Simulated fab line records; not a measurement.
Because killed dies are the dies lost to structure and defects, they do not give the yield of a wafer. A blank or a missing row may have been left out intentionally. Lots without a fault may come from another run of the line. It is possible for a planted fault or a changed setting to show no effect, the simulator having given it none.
A lot that was struck, set against a sound lot | flow nand harc | 13 steps out of a route of 1159
Sound: these wafers, L747.2, L747.3, L747.4. Wafers L751.3, L751.5, L751.6 were the ones struck. At the end, the cause is stated.
For every step that has rows: the tool of each side, followed by ch and its chambers, followed by its first start. Under that, the readings that differ: sound wafers | struck wafers | difference of the means | sigmas: that difference in standard deviations of wafers without a fault.
alike: readings whose means differ by less than 2 such deviations, and words and numbers that are the same on both sides. not compared: withheld readings, readings that some wafer has no value for, bounds like >300 that may hide the same value, and numbers for which the record gives no deviation and whose values overlap.
A row with sigmas, a row that says differs or no value, or rows on one side alone: a step with any of these is where the two part. Non-overlapping numbers with no deviation appear without sigmas and do not part them. A reading that every wafer of one side lacks parts them only if that side has two wafers or more.

NHARC_P_M1_INSPECT_27:
  sound: defect inspect-01 at day 8 17:22; struck: defect inspect-02 at day 9 12:28
  reading          | sound       | struck      | difference | sigmas
  raw defect count | 502 334 406 | 136 112 188 | -269       | -2
NHARC_P_M1_PRE_CLEAN_32: time 12 s.
  sound on pecvd-03 ch 0,1,2, day 8 17:25; struck on pecvd-02 ch 0,2, day 9 12:33
  alike: heater power w
  not compared: since wet clean h
NHARC_P_M1_DEP_33: deposits SiCN, target thk 30 nm.
  sound on pecvd-03 ch 0,1,2, day 8 17:30; struck on pecvd-02 ch 0,2, day 9 12:38
  alike: heater power w
  not compared: since wet clean h
then, 8 steps without rows for these wafers: NHARC_P_M2_DEP_00 (deposits SiOC, target thk 182.5 nm); NHARC_P_M2_DEHYDRATE_01 (time 120 s); NHARC_P_M2_HMDS_02 (time 30 s); NHARC_P_M2_COAT_34 (time 65 s); NHARC_P_M2_COAT_03 (resist thk 90 nm); NHARC_P_M2_SOFTBAKE_04 (time 55 s); NHARC_P_M2_EBR_05; NHARC_P_M2_EXPOSE_06 (exposes mask P M2, target cd 170 nm).
NHARC_P_M2_PEB_07: peb time 65 s.
  struck on litho track-06, day 9 13:47; sound on litho track-01 ch 0, day 8 18:41
  no value came back on the struck wafers for chill plate temp C (C), exhaust pa (Pa); on the sound wafers chill plate temp C (C) reads 23.14 22.95 22.97
then, 1 step without rows for these wafers: NHARC_P_M2_DEVELOP_08 (develop time 35 s).

## WHERE THEY PART
First at NHARC_P_M1_INSPECT_27; last, within this record, at NHARC_P_M2_PEB_07.

WHY: whatever the simulator had introduced
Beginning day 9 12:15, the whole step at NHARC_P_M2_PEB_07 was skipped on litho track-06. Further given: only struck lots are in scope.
